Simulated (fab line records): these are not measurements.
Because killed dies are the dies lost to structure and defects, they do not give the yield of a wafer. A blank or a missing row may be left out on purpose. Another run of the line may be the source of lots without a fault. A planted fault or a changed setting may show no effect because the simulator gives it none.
fab line records | flow nand-harc
record: lots: 5 | wafers: 15 | last-day: 33
route steps=1302 shown A_STAIRCASE@690 END@1302
lots that met no fault: taken from a fault-free run of the same line
start-h: hours from the record's opening day to when the first of the lot's shown wafers began | wait-h: hours elapsed since this lot's preceding step | " unchanged from the row above | L1.1+2: a row that stands for several wafers | - no value present, or no start provided | * or withheld: withheld | < > ~ a bound
route shown NAME@n: names a module that has steps shown in the file, with the first one's number in the route | usual: mean/standard deviation taken from wafers without a fault | same: alike in all rows | chamber/n: place in a boat | sites: per-site readings | _std_site: how widely they spread, as a standard deviation | _edge_site: the outer-site mean with the inner-site mean subtracted | radius-mm: how far each site lies from the wafer's centre | mask NAME#n: copy n | behind: the most recent tool/chamber to have shaped the wafer | hold: reason for holding the lot/hours on hold/outcome of the hold | device: which transistor (n, p or np) failed to switch | end of line: the tests these same wafers got at the end of their route | a step given without rows: its recipe and nothing more | killed: not the wafer's yield, but the dies lost to structure and defects at the first sort | map: a wafer's dies, x killed, . not, _ none there
set.NAME: the setting as run; set.NAME@STEP: as run at that earlier step | model.NAME: the simulator's own value behind a step, which no gauge read
lots at selected steps of the route; one table per step, one row per wafer
services: from which hour (start-h, from the record's first day; less than 0 if before it) a tool's chamber was out of use, for how many hours, and why
== steps ==
step: NHARC_A_STAIRCASE_DEHYDRATE_176
recipe: temp-c: 150 | time-s: 120
step: NHARC_A_STAIRCASE_HMDS_177
recipe: time-s: 30
step: NHARC_A_STAIRCASE_COAT_178
recipe: spin-rpm: 1200
step: NHARC_A_STAIRCASE_SOFTBAKE_179
recipe: temp-c: 135 | time-s: 170
step: NHARC_A_STAIRCASE_EBR_180
step: NHARC_A_STAIRCASE_EXPOSE_181
recipe: na: 0.5 | dose-mj: 27.87 | mask-id: STAIR_2
step: NHARC_A_STAIRCASE_PEB_182
recipe: peb-temp-c: 115 | peb-time-s: 130
step: NHARC_A_STAIRCASE_DEVELOP_183
recipe: time-s: 140
step: NHARC_A_STAIRCASE_HARDBAKE_185
recipe: temp-c: 120 | time-s: 140
step: NHARC_A_STAIRCASE_DESCUM_186
recipe: time-s: 3 | o2-flow-sccm: 200 | ar-flow-sccm: 0 | bias-power-w: 0 | chemistry: O2
usual: chamber-pressure-mTorr: 59.99/0.054 | drypump-motor-current-A: 5.9/0.45 | oes-product-au: 1.003/0.0072 | rf-vpp-V: 57.8/0.98 | showerhead-plenum-p-Torr: 1.91/0.088 | throttle-valve-pct: 11.312/0.0086
lot.wafer | tool        | chamber | start-h | wait-h | chamber-pressure-mTorr | drypump-motor-current-A | oes-product-au | rf-hours-counter-h | rf-vpp-V | showerhead-plenum-p-Torr | throttle-valve-pct
L234.1    | rie-diel-10 | 0       | 387.16  | -      | 59.92                  | 5.8                     | 1.001          | 41                 | 57.9     | 1.92                     | 11.324
L234.4    | "           | 2       | "       | "      | 59.93                  | 6.3                     | 1.009          | 49                 | 57.1     | 1.84                     | 11.304
L234.2    | "           | 3       | "       | "      | 60.04                  | 5.4                     | 1.004          | 46                 | 57.1     | 1.93                     | 11.297
L238.4    | rie-diel-03 | 3       | 443.17  | -      | 59.99                  | 6.1                     | 1.014          | 56                 | 58.3     | 1.97                     | 11.316
L238.1    | "           | 0       | "       | "      | 60.03                  | 6.1                     | 0.995          | 56                 | 59.4     | 2.06                     | 11.299
L238.6    | "           | 1       | "       | "      | 60.02                  | 5.2                     | 1.010          | -                  | 58.3     | 2.06                     | 11.296
L244.1    | rie-diel-10 | 3       | 512.88  | -      | 60.01                  | 5.4                     | 1.008          | 27                 | 58.1     | 1.92                     | 11.300
L244.4    | "           | 2       | "       | "      | 60.05                  | 6.4                     | 0.999          | 27                 | 57.8     | 1.82                     | 11.313
L244.6    | "           | 3       | "       | "      | 59.99                  | 5.4                     | 1.003          | -                  | 59.7     | 1.92                     | 11.320
L251.1    | rie-diel-03 | 2       | 559.64  | -      | 59.95                  | 6.8                     | 1.013          | 26                 | 60.6     | 1.95                     | 11.311
L251.4    | "           | 3       | "       | "      | 59.96                  | 6.0                     | 1.001          | 32                 | 58.8     | 1.96                     | 11.299
L251.5    | "           | 2       | "       | "      | 60.10                  | 6.9                     | 1.001          | -                  | 57.6     | 1.95                     | 11.313
L252.1    | rie-diel-03 | 0       | 582.21  | -      | 59.96                  | 6.2                     | 0.994          | 34                 | 60.6     | 2.04                     | 11.306
L252.3    | "           | 1       | "       | "      | 59.95                  | 5.2                     | 1.002          | 38                 | 58.1     | 2.04                     | 11.300
L252.2    | "           | 2       | "       | "      | 60.04                  | 6.8                     | 0.994          | 30                 | 58.5     | 1.95                     | 11.315
step: NHARC_A_STAIRCASE_TRIM_187
recipe: time-s: 211.2 | o2-flow-sccm: 500 | ar-flow-sccm: 0 | bias-w: 0 | chemistry: O2
usual: chamber-pressure-mTorr: 60.01/0.057 | drypump-motor-current-A: 5.9/0.43 | oes-product-au: 1.002/0.0076 | rf-vpp-V: 57.7/0.95 | showerhead-plenum-p-Torr: 3.53/0.15 | throttle-valve-pct: 17.037/0.0096
lot.wafer | tool        | chamber | start-h | wait-h | chamber-pressure-mTorr | drypump-motor-current-A | oes-product-au | rf-hours-counter-h | rf-vpp-V | showerhead-plenum-p-Torr | throttle-valve-pct
L234.2    | rie-diel-10 | 2       | 387.26  | 0.1    | 60.00                  | 6.4                     | 1.009          | 49                 | 58.6     | 3.40                     | 17.041
L234.4    | "           | 3       | "       | "      | 60.02                  | 5.4                     | 1.002          | 46                 | 58.2     | 3.56                     | 17.024
L234.1    | "           | 0       | "       | "      | 60.08                  | 5.9                     | 1.001          | 41                 | 58.0     | 3.54                     | 17.046
L238.1    | rie-diel-03 | 2       | 443.27  | 0.1    | 60.05                  | 6.8                     | 1.000          | 44                 | 58.6     | 3.60                     | 17.037
L238.4    | "           | 3       | "       | "      | 60.06                  | 6.0                     | 1.007          | 56                 | 57.5     | 3.63                     | 17.020
L238.6    | "           | 1       | "       | "      | 59.97                  | 5.2                     | 1.010          | -                  | 56.5     | 3.78                     | 17.030
L244.1    | rie-diel-10 | 2       | 513.37  | 0.5    | 60.00                  | 6.4                     | 1.001          | 28                 | 57.0     | 3.37                     | 17.021
L244.4    | "           | 3       | "       | "      | 60.05                  | 5.4                     | 0.993          | 28                 | 58.9     | 3.54                     | 17.052
L244.6    | "           | 1       | "       | "      | 59.88                  | 5.9                     | 0.997          | -                  | 57.3     | 3.72                     | 17.039
L251.4    | rie-diel-03 | 0       | 559.74  | 0.1    | 59.94                  | 6.1                     | 0.986          | 28                 | 56.7     | 3.75                     | 17.023
L251.1    | "           | 1       | "       | "      | 59.95                  | 5.2                     | 0.984          | 32                 | 58.4     | 3.76                     | 17.031
L251.5    | "           | 2       | "       | "      | 60.05                  | 6.9                     | 0.995          | -                  | 57.9     | 3.58                     | 17.036
L252.3    | rie-diel-03 | 0       | 582.31  | 0.1    | 59.97                  | 6.1                     | 0.989          | 34                 | 59.5     | 3.75                     | 17.035
L252.2    | "           | 1       | "       | "      | 59.96                  | 5.2                     | 0.993          | 38                 | 58.6     | 3.75                     | 17.044
L252.1    | "           | 2       | "       | "      | 59.99                  | 6.8                     | 1.001          | 30                 | 58.9     | 3.58                     | 17.035
step: NHARC_A_STAIRCASE_ETCH_188
recipe: target-depth-a: 1000 | time-s: 40.5 | ion-energy-ev: 400 | c4f8-flow-sccm: 20 | o2-flow-sccm: 10 | ar-flow-sccm: withheld | rf-w: 600 | bias-w: 1000 | chemistry: C4F8/O2
usual: chamber-pressure-mTorr: 25.002/0.022 | oes-product-au: 0.944/0.014 | rf-vpp-V: 896/5.5 | run-length-s: 62.1/0.39
lot.wafer | tool        | chamber | start-h | wait-h | chamber-pressure-mTorr | oes-product-au | rf-hours-counter-h | rf-vpp-V | run-length-s
L234.4    | rie-diel-10 | 2       | 387.40  | -      | 25.022                 | 0.956          | 49                 | 890      | 62.6
L234.1    | "           | 0       | "       | "      | 24.963                 | 0.952          | 41                 | 898      | 61.9
L234.2    | "           | 1       | "       | "      | 25.026                 | 0.953          | 44                 | 905      | 61.8
L238.4    | rie-diel-03 | 0       | 443.40  | -      | 25.009                 | 0.942          | 56                 | 905      | 61.8
L238.1    | "           | 1       | "       | "      | 25.028                 | 0.936          | 49                 | 905      | 61.8
L238.6    | "           | 0       | "       | "      | 25.012                 | 0.941          | -                  | 904      | 61.3
L244.4    | rie-diel-10 | 3       | 513.50  | -      | 24.981                 | 0.939          | 28                 | 897      | 62.3
L244.1    | "           | 1       | "       | "      | 25.051                 | 0.927          | 28                 | 902      | 61.8
L244.6    | "           | 0       | "       | "      | 24.997                 | 0.937          | -                  | 896      | 76.5
L251.1    | rie-diel-03 | 0       | 559.87  | -      | 25.032                 | 0.949          | 29                 | 903      | 61.3
L251.4    | "           | 1       | "       | "      | 24.974                 | 0.951          | 32                 | 904      | 62.1
L251.5    | "           | 0       | "       | "      | 24.990                 | 0.956          | -                  | 905      | 61.4
L252.2    | rie-diel-03 | 0       | 582.45  | -      | 24.973                 | 0.927          | 34                 | 903      | 61.4
L252.1    | "           | 2       | "       | "      | 24.976                 | 0.957          | 30                 | 899      | 61.6
L252.3    | "           | 3       | "       | "      | 25.044                 | 0.954          | 37                 | 899      | 61.5
step: NHARC_A_STAIRCASE_TRIM_189
recipe: time-s: 211.2 | o2-flow-sccm: 500 | ar-flow-sccm: 0 | bias-w: 0 | chemistry: O2
usual: chamber-pressure-mTorr: 60.00/0.053 | drypump-motor-current-A: 5.9/0.41 | oes-product-au: 1.002/0.0081 | rf-vpp-V: 57.8/0.91 | showerhead-plenum-p-Torr: 3.53/0.15 | throttle-valve-pct: 17.036/0.0093
lot.wafer | tool        | chamber | start-h | wait-h | chamber-pressure-mTorr | drypump-motor-current-A | oes-product-au | rf-hours-counter-h | rf-vpp-V | showerhead-plenum-p-Torr | throttle-valve-pct
L234.2    | rie-diel-10 | 3       | -       | -      | 60.00                  | 5.4                     | 1.005          | 46                 | 57.6     | 3.56                     | 17.022
L234.4    | "           | 0       | "       | "      | 60.03                  | 5.9                     | 1.006          | 41                 | 58.1     | 3.54                     | 17.029
L234.1    | "           | 2       | "       | "      | 60.00                  | 6.4                     | 1.013          | 49                 | 57.7     | 3.40                     | 17.037
L238.1    | rie-diel-03 | 3       | -       | -      | 60.00                  | 6.1                     | 1.008          | 56                 | 58.5     | 3.63                     | 17.036
L238.4    | "           | 2       | "       | "      | 59.91                  | 6.9                     | 1.005          | 44                 | 58.3     | 3.60                     | 17.019
L238.6    | "           | 3       | "       | "      | 59.94                  | 6.1                     | 1.005          | -                  | 57.3     | 3.63                     | 17.021
L244.4    | rie-diel-10 | 0       | -       | -      | 60.04                  | 5.9                     | 0.996          | 13                 | 59.1     | 3.53                     | 17.039
L244.1    | "           | 1       | "       | "      | 59.92                  | 5.8                     | 0.994          | 28                 | 57.2     | 3.72                     | 17.030
L244.6    | "           | 2       | "       | "      | 60.00                  | 6.3                     | 1.000          | -                  | 57.5     | 3.37                     | 17.037
L251.1    | rie-diel-03 | 1       | -       | -      | 59.98                  | 5.2                     | 0.988          | 32                 | 58.2     | 3.76                     | 17.030
L251.4    | "           | 3       | "       | "      | 59.95                  | 6.1                     | 1.006          | 33                 | 58.0     | 3.60                     | 17.036
L251.5    | "           | 1       | "       | "      | 59.96                  | 5.2                     | 0.979          | -                  | 57.8     | 3.76                     | 17.037
L252.3    | rie-diel-03 | 0       | -       | -      | 59.97                  | 6.1                     | 1.000          | 34                 | 57.7     | 3.75                     | 17.017
L252.1    | "           | 1       | "       | "      | 59.86                  | 5.2                     | 0.978          | 38                 | 57.5     | 3.75                     | 17.053
L252.2    | "           | 2       | "       | "      | 60.02                  | 6.8                     | 0.995          | 30                 | 57.4     | 3.58                     | 17.028
step: NHARC_END_SORT_01
recipe: temp-c: 25
usual: killed-at-array: 63/18 | killed-at-other: 1.1/1.3 | killed-at-periphery: 4.3/2.8 | killed-dies: 68/18 | killed-open: 3.3/2 | killed-short: 2.4/1.6
same: gross-dies: 677
lot.wafer | tool      | chamber | start-h | wait-h | killed-at-array | killed-at-other | killed-at-periphery | killed-dies | killed-open | killed-short
L234.1    | prober-02 | 0       | 592.26  | 2.5    | 54              | 0               | 7                   | 61          | 6           | 2
L234.2    | prober-02 | 0       | 593.07  | 2.8    | 45              | 1               | 2                   | 48          | 3           | 3
L234.4    | prober-02 | 0       | 594.67  | 3.4    | 42              | 1               | 4                   | 47          | 1           | 2
L244.1    | prober-01 | 0       | 760.21  | 2.5    | 65              | 0               | 4                   | 69          | 5           | 1
L244.4    | prober-01 | 0       | 762.64  | 3.4    | 84              | 0               | 2                   | 86          | 1           | 3
L244.6    | prober-01 | 0       | 764.26  | 4.0    | 675             | 0               | 2                   | 677         | 4           | 2
killed by level:class
L234.1 A_CHANNEL_HOLE_D2:chamber-film-flake=39 P_GATE:chamber-film-flake=5 A_CHANNEL_HOLE_D1:chamber-film-flake=3 A_STAIRCASE:chamber-film-flake=3 A_M0:geometric-particle:open=2 P_GATE:geometric-particle:open=1 A_ONON_D1:geometric-particle:open=1 A_CHANNEL_FILL_D1:geometric-particle:short=1
L234.2 A_CHANNEL_HOLE_D2:chamber-film-flake=32 A_CHANNEL_HOLE_D1:chamber-film-flake=3 P_GATE:chamber-film-flake=2 A_STAIRCASE:chamber-film-flake=2 A_ONON_D1:geometric-particle:short=1 A_CHANNEL_HOLE_D1:geometric-particle:short=1 A_CHANNEL_FILL_D1:geometric-particle:open=1 A_CONTACT:geometric-particle:short=1
L234.4 A_CHANNEL_HOLE_D2:chamber-film-flake=31 A_DECK1_JOINT:chamber-film-flake=3 A_STAIRCASE:chamber-film-flake=3 P_GATE:chamber-film-flake=2 A_CHANNEL_HOLE_D1:geometric-particle:short=1 A_WL_FILL:geometric-particle:short=1 A_M0:geometric-particle:open=1 P_STI:chamber-film-flake=1
L244.1 A_CHANNEL_HOLE_D1:chamber-film-flake=30 A_SLIT:chamber-film-flake=24 P_M0:geometric-particle:open=2 A_CONTACT:geometric-particle:open=2 A_CHANNEL_FILL_D1:chamber-film-flake=2 P_ZERO_WELL:chamber-film-flake=1 A_WL_FILL:geometric-particle:short=1 A_M0:geometric-particle:open=1
L244.4 A_SLIT:chamber-film-flake=38 A_CHANNEL_HOLE_D1:chamber-film-flake=34 A_CONTACT:chamber-film-flake=3 A_ZERO_WELL:chamber-film-flake=2 A_STAIRCASE:chamber-film-flake=2 P_GATE:geometric-particle:open=1 A_ONON_D1:geometric-particle:short=1 A_CHANNEL_FILL_D1:geometric-particle:short=1
L244.6 A_STAIRCASE:area-etch=586 A_CHANNEL_HOLE_D1:chamber-film-flake=36 A_SLIT:chamber-film-flake=36 A_CONTACT:chamber-film-flake=8 P_M0:geometric-particle:open=2 A_CHANNEL_FILL_D1:geometric-particle:open=2 A_CHANNEL_FILL_D1:chamber-film-flake=2 A_ONON_D2:geometric-particle:short=1
map L244.6 (x killed, . not)
____________x____________
_________xxxxxxx_________
_______xxxxxxxxxxx_______
______xxxxxxxxxxxxx______
_____xxxxxxxxxxxxxxx_____
____xxxxxxxxxxxxxxxxx____
____xxxxxxxxxxxxxxxxx____
___xxxxxxxxxxxxxxxxxxx___
___xxxxxxxxxxxxxxxxxxx___
__xxxxxxxxxxxxxxxxxxxxx__
__xxxxxxxxxxxxxxxxxxxxx__
_xxxxxxxxxxxxxxxxxxxxxxx_
_xxxxxxxxxxxxxxxxxxxxxxx_
_xxxxxxxxxxxxxxxxxxxxxxx_
_xxxxxxxxxxxxxxxxxxxxxxx_
_xxxxxxxxxxxxxxxxxxxxxxx_
xxxxxxxxxxxxxxxxxxxxxxxxx
xxxxxxxxxxxxxxxxxxxxxxxxx
xxxxxxxxxxxxxxxxxxxxxxxxx
xxxxxxxxxxxxxxxxxxxxxxxxx
xxxxxxxxxxxxxxxxxxxxxxxxx
_xxxxxxxxxxxxxxxxxxxxxxx_
_xxxxxxxxxxxxxxxxxxxxxxx_
_xxxxxxxxxxxxxxxxxxxxxxx_
_xxxxxxxxxxxxxxxxxxxxxxx_
_xxxxxxxxxxxxxxxxxxxxxxx_
__xxxxxxxxxxxxxxxxxxxxx__
__xxxxxxxxxxxxxxxxxxxxx__
___xxxxxxxxxxxxxxxxxxx___
___xxxxxxxxxxxxxxxxxxx___
____xxxxxxxxxxxxxxxxx____
____xxxxxxxxxxxxxxxxx____
_____xxxxxxxxxxxxxxx_____
______xxxxxxxxxxxxx______
_______xxxxxxxxxxx_______
_________xxxxxxx_________
____________x____________
map L234.1 (x killed, . not)
____________.____________
_________......._________
_______.........x._______
______.............______
_____....x........x._____
____...............xx____
____......x........xx____
___............x.xxxxx___
___...x...........xxxx___
__..............x.xxxx.__
__...........x..xx.xxxx__
_.......x........xxx.xx._
_.....x.........xx.x...._
_...................xx.._
_....x...x........x.x..._
_.............x.....x..._
.........................
.....................x...
..x.x....................
.........................
...x.xx..................
_......................._
_...................x..._
_......................._
_......................._
_......................._
__.....................__
__.....................__
___...................___
___.....x..x..........___
____.................____
____.................____
_____..............._____
______........x....______
_______x.........._______
_________.....x._________
____________.____________
== services ==
tool        | chamber | start-h | hours | kind
rie-diel-03 | 0       | 366.11  | -     | clean
rie-diel-03 | 1       | 366.11  | -     | clean
rie-diel-03 | 2       | 366.11  | -     | clean
rie-diel-03 | 3       | 366.11  | -     | clean
rie-diel-10 | 1       | 378.57  | 7.1   | repair
rie-diel-03 | 2       | 388.47  | 3.9   | repair
rie-diel-03 | 0       | 390.61  | -     | clean
rie-diel-03 | 1       | 390.61  | -     | clean
rie-diel-03 | 3       | 390.61  | -     | clean
rie-diel-10 | 0       | 408.18  | 57.3  | repair
rie-diel-03 | 0       | 415.11  | -     | clean
rie-diel-03 | 1       | 415.11  | -     | clean
rie-diel-03 | 2       | 415.11  | -     | clean
rie-diel-03 | 3       | 415.11  | -     | clean
rie-diel-10 | -       | 421.20  | 9.0   | pm
rie-diel-03 | 0       | 439.61  | -     | clean
rie-diel-03 | 1       | 439.61  | -     | clean
rie-diel-03 | 2       | 439.61  | -     | clean
rie-diel-03 | 3       | 439.61  | -     | clean
rie-diel-03 | -       | 460.74  | 9.0   | pm
rie-diel-03 | 0       | 460.74  | 9.0   | vent-cycle
rie-diel-03 | 1       | 460.74  | 9.0   | vent-cycle
rie-diel-03 | 0       | 475.38  | 9.6   | repair
rie-diel-03 | 2       | 490.23  | 16.0  | repair
== key ==
first-sign: step: NHARC_A_STAIRCASE_ETCH_188 | reading: run-length-s | direction: up | sigmas: 37 | usual: * | struck: *
effect: step: NHARC_END_SORT_01 | reading: killed-at-array | direction: up | sigmas: 35 | usual: 63 | struck: 675
more-kills-born-at: NHARC_A_STAIRCASE_ETCH_188@rie-diel-10: 586
met-at NHARC_A_STAIRCASE_ETCH_188
struck-wafers L244.6
later-rows-left-out L244.6
tester-left-out L244
onset-between 387.40 513.50
fault: kind: process-parameter-drift | tool: rie-diel-10 | chamber: 0 | onset-h: 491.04 | steps: NHARC_A_STAIRCASE_ETCH_188 | channel: time-s | offset: * | shape: step | end-h: 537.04 | acts-in: * | stated: *
tester-left-out: of these lots the tester's yield and bins aren't shown, on N5 and GAA mostly nor the transistor test; their killed dies are dies lost to structure and defects alone, not to doping, threshold or leakage, so they don't give the yield
later-rows-left-out: the simulator's readings of these wafers behind a module that went badly wrong aren't trusted and aren't shown, but for the sort
